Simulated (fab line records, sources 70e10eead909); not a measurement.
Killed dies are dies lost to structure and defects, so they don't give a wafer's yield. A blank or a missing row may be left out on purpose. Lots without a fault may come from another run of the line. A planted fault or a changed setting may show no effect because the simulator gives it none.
Problem report in the 8D (eight disciplines) form, filled by code | flow nand_harc | the parts of the form that need people (team, actions taken, sign-off) are left out

1. THE PROBLEM
exposure_dose_mJ_cm2 at NHARC_A_STAIRCASE_EXPOSE_438 reads a mean of 41.45 on 6 wafers of 2 lots; wafers without a fault read 28.97 with a standard deviation of 0.03. That is +99 or more standard deviations from the usual mean.
The step: exposes mask STAIR REV.
First seen on wafer L697.1, day 16 13:30, on krf_scanner-01. The record holds 39 wafers of 13 lots with a number at this step. Rule for "out", or "out of limits": more than 4 standard deviations from the usual mean. The other wafers with a number count as sound.

2. WHAT IT IS AND WHAT IT IS NOT
question                    | is                     | is not
which readings at this step | exposure_dose_mJ_cm2   | stage_vel_mm_s
which lots                  | L697, L698             | L686, L687, L688, L689, L691, L693, L703, L705, L706, L707, L708
which wafers of those lots  | all that have a number | -
read on which tools         | krf_scanner-01         | krf_scanner-03, krf_scanner-04
when                        | from day 16 13:30      | up to then (18 sound wafers); but 15 sound wafers of L703, L705, L706, L707, L708 came after

3. SUSPECTS, AND WHAT RULES EACH OUT
Counting: a tool at a process step up to the reading stays a suspect if it ran every lot that is out and no sound lot after the first of them.
- ald_hk-04 at NHARC_A_STAIRCASE_ALD_415 (deposits SiO2, target thk 30 nm, pulse time 6 s, ald cycles 300): ruled out as a lasting fault. Sound lots L706, L708 ran on it after its first lot that is out, L697 (day 15 00:29).
- krf_scanner-01 at NHARC_A_STAIRCASE_EXPOSE_438 (exposes mask STAIR REV): kept. It ran every lot that is out, first L697 (day 16 13:30), and no sound lot after that; its last sound lot up to then is L686 (day 14 06:49). Its own readings are out on those wafers: exposure_dose_mJ_cm2.
Left after counting: krf_scanner-01 at NHARC_A_STAIRCASE_EXPOSE_438.

4. THE CAUSE (what the simulator had put in)
Process parameter drift: krf_scanner-01, from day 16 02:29 on, at NHARC_A_STAIRCASE_EXPOSE_438. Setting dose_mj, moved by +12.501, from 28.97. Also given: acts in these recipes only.
Counting left only this tool.

5. THE CHAIN OF EFFECTS, in route order
Each row: a reading whose mean over the struck wafers that have a number lies more than 3 standard deviations from the usual. Only readings for which the record gives a usual standard deviation are gone through. hours: the time from each lot's start at the first step in this table that gives one to its start at this step, as a median over the lots. sigmas: the change in usual standard deviations.
hours | step                         | reading              | usual | on struck wafers | change | sigmas
0     | NHARC_A_STAIRCASE_EXPOSE_438 | exposure_dose_mJ_cm2 | 28.97 | 41.45            | +12.48 | +99 or more
The process steps in it:
- NHARC_A_STAIRCASE_EXPOSE_438: exposes mask STAIR REV.
Later measuring or inspecting steps at which every struck wafer that the step has a row for has a number for every such reading, and none has moved that far: NHARC_END_SORT_01.

6. WHAT WOULD HAVE CAUGHT IT SOONER
In this record the first reading out of limits was taken at day 16 13:30, 11 hours after the fault began at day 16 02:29.
